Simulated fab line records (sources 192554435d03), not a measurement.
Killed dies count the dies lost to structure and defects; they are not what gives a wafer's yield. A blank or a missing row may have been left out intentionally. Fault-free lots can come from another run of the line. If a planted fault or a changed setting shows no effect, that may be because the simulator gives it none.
Chamber matching ; flow n5 finfet ; 4 sister chambers for N5_HKMG_FIN_NWFM_ALD_20 on ald metal-01
The step deposits TiAlC, target thk 2 nm, pulse time 3 s, purge time 2 s. 4 wafers are shown with their chamber, then 9 later ones without.

WAFERS WITH THEIR CHAMBER
wafer;chamber;heater power w (W)
L083.2;1;424
L087.3;2;427
L090.1;0;481
L090.6;3;548

WAFERS WHOSE CHAMBER IS MISSING
wafer;heater power w (W)
L092.1;474
L092.3;437
L092.6;427
L094.2;558
L094.3;466
L094.6;423
L096.1;532
L096.2;476
L096.4;433

THE CHAMBER EACH PASSED THROUGH
wafer;from the rows above;in truth
L092.1;0;0
L092.3;can't be placed: 2 or 1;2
L092.6;can't be placed: 2 or 1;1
L094.2;3;3
L094.3;0;0
L094.6;can't be placed: 1 or 2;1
L096.1;3;3
L096.2;0;0
L096.4;can't be placed: 2 or 1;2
Correctly placed: 5 of 9. These rows do not allow placing 4 (true chamber among the candidates in 4). Number placed wrongly: 0.
How it was worked out, from the rows above alone: a wafer's distance from a chamber is the root of the sum, over the readings, of the square of ((its reading less the chamber's mean) divided by the reading's scatter). If the next closest chamber is less than 2 further off than the closest, the wafer can't be placed; otherwise it belongs to the closest. The mean given for a chamber averages the wafers shown for that chamber. The scatter (one wafer shown for each chamber): square how far every hidden wafer sits from the nearest shown wafer, average those squares and take the square root.
